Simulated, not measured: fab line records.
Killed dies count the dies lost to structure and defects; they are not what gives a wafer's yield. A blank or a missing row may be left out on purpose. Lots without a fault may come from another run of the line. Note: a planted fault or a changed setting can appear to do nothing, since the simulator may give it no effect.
fab line records	flow n5_finfet
record: lots: 12	wafers: 32	last_day: 17
route steps=1938 shown WELL_APT@46 PMOS_HMC_CHANNEL_EPI@63 PASSIVATION@1936
lots that met no fault: taken from a fault-free run of the same line
start_h: start of the lot's first displayed wafer, in hours after the record's first day	wait_h: time in hours since the lot's previous step	" unchanged from the row above	L1.1+2: a single row standing in for several wafers	- no value, or no start given	* or withheld: withheld	< > ~ a bound
route shown NAME@n: a module of which the file shows steps, and the number in the route of the first	usual: mean/standard deviation taken from wafers without a fault	same: alike in all rows	chamber/n: place in a boat	sites: readings site by site	_std_site: their standard deviation	_edge_site: the outer-site mean with the inner-site mean subtracted	radius_mm: how far each site lies from the wafer's centre	mask NAME#n: copy n	behind: the most recent tool/chamber to have shaped the wafer	hold: what put the lot on hold/how long, in hours/how the hold closed	device: whichever transistor did not switch (one of n, p or np)	end of line: at the end of the route, the tests of the same wafers	for a step that has no rows: nothing shown but its recipe	killed: the dies lost at the first sort to structure and to defects; this is not the yield of the wafer	map: a wafer's dies, marking killed ones x, the rest . and places with no die _
set.NAME: the run value of the setting; set.NAME@STEP: its run value at that earlier step	model.NAME: the simulator's own value behind a step, which no gauge read
the route's steps for a sample of lots (tables are steps, rows are wafers)
services: the hour from which a tool's chamber was out of use, counted from the record's first day as start_h (under 0 if before that day), plus the number of hours and why
== steps ==
step: N5_WELL_APT_DESCUM_30
recipe: chemistry: O2	time_s: 7.9	source_power_w: 50	bias_power_w: 20	pressure_mtorr: 20	rf_frequency_hz: 2.712e+07	temp_c: 40	o2_flow_sccm: 225
usual: drypump_motor_current_A: 5.6/0.41	oes_product_au: 0.79/0.056	rf_vpp_V: 243.1/1.4	showerhead_plenum_p_Torr: 2.09/0.065	throttle_valve_pct: 20.43/0.21
same: time_s: 7.9
lot.wafer	tool	chamber	start_h	wait_h	drypump_motor_current_A	oes_product_au	rf_hours_counter_h	rf_vpp_V	showerhead_plenum_p_Torr	throttle_valve_pct
L679.2	rie_diel-04	1	14.89	0.0	5.8	0.87	66	245.1	2.15	20.46
L679.3	"	2	"	"	4.7	0.73	211	243.6	2.15	20.70
L679.5	"	2	"	"	4.7	0.73	-	244.6	2.15	20.70
L682.3	rie_diel-01	3	33.55	0.3	5.4	0.78	97	242.2	2.03	20.59
L682.4	"	2	"	"	5.6	0.87	44	242.8	2.13	20.24
L682.5	"	0	"	"	6.2	0.81	-	241.4	2.05	20.59
L683.1	rie_diel-02	2	39.15	0.0	5.7	0.84	50	244.6	2.18	20.07
L683.4	"	1	"	"	5.2	0.80	-	242.8	2.11	20.24
L684.1	rie_diel-01	1	45.49	0.0	5.8	0.84	58	242.7	2.04	20.13
L684.6	"	3	"	"	5.5	0.78	-	242.8	2.03	20.60
L685.1	rie_diel-01	2	50.89	0.0	5.6	0.86	49	242.6	2.13	20.22
L685.6	"	0	"	"	6.2	0.79	-	243.0	2.05	20.59
L687.2	rie_diel-04	3	63.89	0.6	5.7	0.74	161	243.5	2.18	20.34
L687.4	"	2	"	"	4.7	0.72	234	243.7	2.14	20.75
L687.5	"	1	"	"	5.8	0.83	-	244.5	2.15	20.50
L690.3	rie_diel-02	2	81.13	0.0	5.8	0.82	67	244.0	2.18	20.11
L690.4	"	3	"	"	4.9	0.91	14	243.6	2.17	20.60
L690.5	"	3	"	"	4.9	0.90	-	244.3	2.17	20.63
L691.1	rie_diel-04	0	87.06	0.0	5.5	0.71	209	241.3	2.00	20.44
L691.6	"	1	"	"	5.8	0.81	-	244.4	2.14	20.52
L692.3	rie_diel-04	0	93.11	0.0	5.6	0.72	211	242.1	2.00	20.46
L692.4	"	0	"	"	5.5	0.72	-	241.7	2.00	20.46
L692.6	"	2	"	"	4.7	0.70	-	244.0	2.13	20.77
L693.1	rie_diel-04	1	99.32	0.0	5.8	0.81	106	244.6	2.14	20.51
L693.3	"	0	"	"	5.5	0.72	215	240.9	2.00	20.44
L693.4	"	2	"	"	4.7	0.70	-	244.5	2.13	20.76
L695.1	rie_diel-04	3	111.07	0.0	5.6	0.72	174	243.8	2.17	20.35
L695.2	"	0	"	"	5.5	0.72	219	240.8	2.00	20.46
L695.4	"	1	"	"	5.8	0.80	-	243.4	2.14	20.53
L698.1	rie_diel-01	2	129.34	0.0	5.6	0.82	73	243.4	2.12	20.27
L698.2	"	0	"	"	6.2	0.76	109	243.6	2.04	20.64
L698.5	"	0	"	"	6.2	0.76	-	241.7	2.04	20.62
step: N5_PMOS_HMC_CHANNEL_EPI_PEB_07
recipe: peb_temp_c: 110	peb_time_s: 60	resist: CAR-ArF-block
lot.wafer	tool	chamber	start_h	wait_h
L679.2+3+5	litho_track-03	0	16.81	0.0
L682.3+4+5	litho_track-03	0	35.68	0.0
L683.1+4	litho_track-05	0	41.19	0.1
L684.1+6	litho_track-03	0	47.37	0.1
L685.1+6	litho_track-05	0	52.92	0.1
L687.2+4+5	litho_track-05	0	65.84	0.0
L690.3+4+5	litho_track-05	0	83.37	0.0
L691.1+6	litho_track-05	0	88.96	0.1
L692.3+4+6	litho_track-05	0	95.16	0.0
L693.1+3+4	litho_track-05	0	101.79	0.1
L695.1+2+4	litho_track-05	0	113.15	0.1
L698.1+2+5	litho_track-05	0	131.29	0.1
step: N5_PMOS_HMC_CHANNEL_EPI_CD_MEAS_09
recipe: target_cd_nm: 237.4	landing_energy_ev: 500	detector: se_inlens
usual: cd_nm: 238.3/1
lot.wafer	tool	chamber	start_h	wait_h	cd_nm
L679.2	cd_sem-03	0	16.88	-	240.4
L679.3	"	0	"	"	238.2
L679.5	"	0	"	"	238.7
L682.3	cd_sem-03	0	35.75	-	238.6
L682.4	"	0	"	"	239.4
L682.5	"	0	"	"	239.6
L683.1	cd_sem-01	0	41.26	-	237.9
L683.4	"	0	"	"	238.5
L684.1	cd_sem-01	0	47.44	-	238.5
L684.6	"	0	"	"	238.8
L685.1	cd_sem-01	0	52.99	-	235.7
L685.6	"	0	"	"	236.5
L687.2	cd_sem-02	0	65.91	-	237.3
L687.4	"	0	"	"	237.8
L687.5	"	0	"	"	236.3
L690.3	cd_sem-01	0	83.43	-	237.9
L690.4	"	0	"	"	237.2
L690.5	"	0	"	"	239.3
L691.1	cd_sem-03	0	89.03	-	239.3
L691.6	"	0	"	"	238.6
L692.3	cd_sem-03	0	95.22	-	237.1
L692.4	"	0	"	"	237.8
L692.6	"	0	"	"	237.9
L693.1	cd_sem-03	0	101.86	-	245.0
L693.3	"	0	"	"	242.5
L693.4	"	0	"	"	243.2
L695.1	cd_sem-02	0	113.22	-	244.6
L695.2	"	0	"	"	244.9
L695.4	"	0	"	"	244.2
L698.1	cd_sem-02	0	131.36	-	242.8
L698.2	"	0	"	"	243.6
L698.5	"	0	"	"	243.2
step: N5_PMOS_HMC_CHANNEL_EPI_ETCH_38
recipe: chemistry: CF4	target: SiO2	target_depth_a: 15	ion_energy_ev: 350	pressure_mtorr: 10	icp_w: 800	bias_w: 400	cf4_flow_sccm: 80
usual: drypump_motor_current_A: 5.32/0.27	oes_product_au: 0.991/0.02	throttle_valve_pct: 21.90/0.28
lot.wafer	tool	chamber	start_h	wait_h	drypump_motor_current_A	oes_product_au	rf_hours_counter_h	throttle_valve_pct
L679.2	rie_si-01	2	17.40	0.0	5.34	0.991	154	22.22
L679.3	"	0	"	"	5.54	1.008	99	21.76
L679.5	"	0	"	"	5.52	1.006	-	21.76
L682.3	rie_si-05	3	36.38	0.0	5.71	1.013	5	21.88
L682.4	"	2	"	"	5.43	0.957	138	22.13
L682.5	"	0	"	"	5.04	0.971	-	22.00
L683.1	rie_si-01	2	41.80	0.0	5.35	0.983	154	22.21
L683.4	"	0	"	"	5.52	1.011	100	21.77
L684.1	rie_si-05	1	48.06	0.0	5.53	0.971	179	21.54
L684.6	"	0	"	"	5.03	0.968	-	21.98
L685.1	rie_si-03	1	53.57	0.0	5.41	0.982	6	21.36
L685.6	"	2	"	"	5.24	1.004	-	22.20
L687.2	rie_si-03	1	66.44	0.0	5.43	0.977	6	21.39
L687.4	"	2	"	"	5.24	1.002	93	22.21
L687.5	"	0	"	"	5.48	1.004	-	21.67
L690.3	rie_si-01	1	83.95	0.0	4.87	0.981	84	22.30
L690.4	"	3	"	"	5.53	1.019	193	21.55
L690.5	"	3	"	"	5.51	1.022	-	21.54
L691.1	rie_si-05	0	89.55	0.0	5.03	0.973	168	21.98
L691.6	"	3	"	"	5.68	1.006	-	21.88
L692.3	rie_si-03	2	96.06	0.0	5.24	0.997	93	22.21
L692.4	"	1	"	"	5.42	0.987	7	21.37
L692.6	"	1	"	"	5.44	0.979	-	21.38
L693.1	rie_si-05	0	102.44	0.0	5.02	0.983	169	22.03
L693.3	"	3	"	"	5.71	1.004	6	21.87
L693.4	"	2	"	"	5.46	0.951	139	22.16
L695.1	rie_si-05	0	113.75	0.0	5.03	0.979	169	22.00
L695.2	"	2	"	"	5.45	0.951	139	22.15
L695.4	"	3	"	"	5.69	1.005	6	21.88
L698.1	rie_si-01	0	131.88	0.0	5.53	1.008	101	21.77
L698.2	"	3	"	"	5.51	1.022	194	21.55
L698.5	"	3	"	"	5.53	1.030	-	21.55
step: N5_PMOS_HMC_CHANNEL_EPI_EPI_26
recipe: material: Si	target_thk_a: 38	temp_c: 650	precursor: SiH4/H2	pressure_torr: 20	time_s: 22.7
usual: throttle_valve_pct: 11.28/0.21
same: time_s: 22.7
lot.wafer	tool	chamber	start_h	wait_h	throttle_valve_pct
L679.2	epi_rpcvd-02	0	19.38	0.1	11.34
L679.3	"	0	"	"	11.47
L679.5	"	0	"	"	11.08
L682.3	epi_rpcvd-02	0	38.42	0.1	11.18
L682.4	"	0	"	"	11.20
L682.5	"	0	"	"	11.09
L683.1	epi_rpcvd-01	0	44.13	0.0	11.12
L683.4	"	0	"	"	10.91
L684.1	epi_rpcvd-02	0	49.99	0.0	11.05
L684.6	"	0	"	"	11.28
L685.1	epi_rpcvd-02	0	55.89	0.0	11.64
L685.6	"	0	"	"	11.53
L687.2	epi_rpcvd-02	0	68.84	0.1	11.36
L687.4	"	0	"	"	11.29
L687.5	"	0	"	"	11.12
L690.3	epi_rpcvd-02	0	86.42	0.2	11.26
L690.4	"	0	"	"	11.47
L690.5	"	0	"	"	11.20
L691.1	epi_rpcvd-04	0	91.89	0.0	11.41
L691.6	"	0	"	"	11.53
L692.3	epi_rpcvd-01	0	98.49	0.1	11.02
L692.4	"	0	"	"	11.17
L692.6	"	0	"	"	11.14
L693.1	epi_rpcvd-02	0	104.40	0.0	11.12
L693.3	"	0	"	"	11.33
L693.4	"	0	"	"	11.60
L695.1	epi_rpcvd-02	0	115.94	0.0	11.18
L695.2	"	0	"	"	11.19
L695.4	"	0	"	"	11.33
L698.1	epi_rpcvd-02	0	134.22	0.0	11.54
L698.2	"	0	"	"	11.22
L698.5	"	0	"	"	11.23
step: N5_PASSIVATION_PROBE_49
usual: killed_at_M0_to_M3: 34/11	killed_at_M4_up: 14/5.6	killed_at_contacts: 13/5.9	killed_at_front_end: 40/11	killed_at_other: 4/3.1	killed_dies: 105/16	killed_open: 68/11	killed_short: 34/8.4
same: gross_dies: 1180	killed_at_back_side: 0
lot.wafer	tool	chamber	start_h	wait_h	killed_at_M0_to_M3	killed_at_M4_up	killed_at_contacts	killed_at_front_end	killed_at_other	killed_dies	killed_open	killed_short
L695.1	prober-02	-	394.15	0.0	18	9	20	60	2	109	58	46
L695.2	prober-02	-	394.20	0.1	34	11	20	38	4	107	77	30
L695.4	prober-02	-	394.30	0.2	24	12	6	51	10	103	68	25
killed by level:class
L695.1 MOL_CONTACT_COAG:geometric_particle:open=15 GATE_CUT:geometric_particle:short=14 FIN_SAQP:geometric_particle:short=11 FIN_SAQP:geometric_particle:open=9 STI_FIN_REVEAL:geometric_particle:open=9 BEOL_M0_SAQP:geometric_particle:open=6 DUMMY_GATE:geometric_particle:open=5 MOL_CONTACT_COAG:geometric_particle:short=5
L695.2 MOL_CONTACT_COAG:geometric_particle:open=18 STI_FIN_REVEAL:geometric_particle:open=11 BEOL_M3:geometric_particle:open=9 FIN_SAQP:geometric_particle:open=7 BEOL_M1:geometric_particle:open=7 FIN_SAQP:geometric_particle:short=6 BEOL_M0_SAQP:geometric_particle:short=5 BEOL_M0_SAQP:geometric_particle:open=5
L695.4 STI_FIN_REVEAL:geometric_particle:open=12 FIN_SAQP:geometric_particle:open=11 PASSIVATION:area_etch=9 FIN_SAQP:geometric_particle:short=6 MOL_CONTACT_COAG:geometric_particle:open=6 BEOL_M1:geometric_particle:open=6 ILD0:geometric_particle:open=5 BEOL_M3:geometric_particle:open=4
== services ==
tool	chamber	start_h	hours	kind
rie_diel-04	0	-7.85	65.7	repair
rie_diel-02	1	-0.03	7.5	repair
rie_si-03	1	4.08	1.9	repair
rie_diel-02	-	5.87	2.8	pm
rie_diel-01	2	9.68	9.1	repair
epi_rpcvd-02	-	14.39	1.7	repair
rie_si-03	-	17.12	0.2	repair
rie_diel-02	1	23.70	4.1	repair
epi_rpcvd-04	-	27.17	2.3	repair
rie_si-05	2	47.64	4.9	repair
epi_rpcvd-02	-	47.74	1.7	repair
rie_si-01	2	52.77	12.3	repair
rie_diel-01	-	55.43	14.6	pm
rie_si-03	0	62.68	2.8	repair
rie_diel-01	1	71.65	13.0	repair
rie_diel-04	3	85.35	15.4	repair
rie_diel-01	3	89.17	31.4	repair
rie_diel-04	2	100.77	-	clean
rie_diel-04	2	100.77	-	consumable_replace:focus_ring
rie_diel-04	2	100.77	24.5	scheduled_down
epi_rpcvd-02	-	105.14	0.7	repair
rie_diel-01	-	116.22	0.3	repair
rie_si-01	-	117.01	2.8	pm
rie_diel-04	-	134.04	2.8	pm
== key ==
first_sign: step: N5_PMOS_HMC_CHANNEL_EPI_CD_MEAS_09	reading: cd_nm	direction: up	sigmas: 5.4	usual: 238.3	struck: 243.8	through: control_loop
effect none on later readings
met_at N5_PMOS_HMC_CHANNEL_EPI_PEB_07
struck_lots L693,L695,L698
tester_left_out L693,L695,L698
loop_trim: step: N5_PMOS_HMC_CHANNEL_EPI_EXPOSE_06	setting: dose	lots: L698
not_acting_at N5_WELL_APT_DESCUM_30,N5_PMOS_HMC_CHANNEL_EPI_ETCH_38,N5_PMOS_HMC_CHANNEL_EPI_EPI_26
onset_between 95.16 101.79
also_fits time
fault: kind: process_parameter_drift	tool: litho_track-05	chamber: -	onset_h: 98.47	steps: N5_PMOS_HMC_CHANNEL_EPI_PEB_07	channel: peb_time_s	offset: *	shape: step	end_h: 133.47	acts_in: *	stated: *
tester_left_out: of these lots the tester's yield and bins aren't shown, on N5 and GAA mostly nor the transistor test; their killed dies are dies lost to structure and defects alone, not to doping, threshold or leakage, so they don't give the yield
loop_trim: a control loop set the setting to another value than it would have without faults
